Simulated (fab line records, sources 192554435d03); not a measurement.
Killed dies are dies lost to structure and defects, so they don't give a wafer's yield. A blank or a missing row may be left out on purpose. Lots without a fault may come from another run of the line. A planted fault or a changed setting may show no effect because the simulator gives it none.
Chamber matching | flow n5_finfet | N5_DUMMY_GATE_TRIM_49 on rie_si-04: 3 sister chambers
The step chemistry O2, time 29 s, target cd 14 nm. 16 wafers are shown with their chamber, then 7 later ones without.

WAFERS WITH THEIR CHAMBER
wafer  | chamber | throttle_valve_pct (%) | drypump_motor_current_A (A) | oes_product_au (a.u.)
L077.2 | 3       | 8.14                   | 5.7                         | 1.006
L077.4 | 0       | 8.26                   | 5.5                         | 0.999
L077.6 | 0       | 8.25                   | 5.5                         | 0.989
L078.2 | 2       | 8.21                   | 6.0                         | 0.977
L078.3 | 0       | 8.23                   | 5.5                         | 0.990
L078.5 | 2       | 8.21                   | 6.0                         | 0.968
L082.2 | 0       | 8.23                   | 5.6                         | 1.001
L082.3 | 3       | 8.15                   | 5.7                         | 1.013
L082.4 | 3       | 8.15                   | 5.6                         | 1.013
L084.3 | 0       | 8.25                   | 5.6                         | 1.007
L084.4 | 3       | 8.13                   | 5.7                         | 1.011
L084.6 | 2       | 8.19                   | 5.9                         | 0.984
L086.1 | 2       | 8.22                   | 5.9                         | 0.984
L086.3 | 3       | 8.15                   | 5.7                         | 1.014
L086.6 | 2       | 8.20                   | 5.9                         | 0.987
L087.2 | 2       | 8.20                   | 5.9                         | 0.981

SIGNATURES (means of the wafers above)
reading                 | chamber 0 | chamber 2 | chamber 3 | scatter within a chamber
throttle_valve_pct      | 8.2440    | 8.2050    | 8.1440    | 0.0111
drypump_motor_current_A | 5.540     | 5.933     | 5.680     | 0.0506
oes_product_au          | 0.99720   | 0.98017   | 1.01140   | 0.00626
Rule: a wafer's distance from a chamber is the root of the sum, over the readings, of the square of ((its reading less the chamber's mean) divided by the reading's scatter). The wafer belongs to the nearest chamber; if the next one is less than 2 further off, it can't be placed. The scatter: the root of (the sum of the squares of (reading less its chamber's mean) over the shown wafers, divided by (wafers less chambers)).

WAFERS WITHOUT THEIR CHAMBER
wafer  | throttle_valve_pct (%) | drypump_motor_current_A (A) | oes_product_au (a.u.)
L087.5 | 8.15                   | 5.6                         | 1.014
L087.6 | 8.24                   | 5.5                         | 1.009
L088.1 | 8.25                   | 5.5                         | 1.001
L088.4 | 8.14                   | 5.6                         | 1.013
L088.5 | 8.14                   | 5.6                         | 1.021
L091.3 | 8.24                   | 5.6                         | 0.991
L091.5 | 8.21                   | 5.9                         | 0.975

WHICH CHAMBER EACH WENT THROUGH
wafer  | from the rows above | in truth
L087.5 | 3                   | 3
L087.6 | 0                   | 0
L088.1 | 0                   | 0
L088.4 | 3                   | 3
L088.5 | 3                   | 3
L091.3 | 0                   | 0
L091.5 | 2                   | 2
Placed correctly: 7 of 7. Can't be placed from these rows: 0. Placed wrongly: 0.
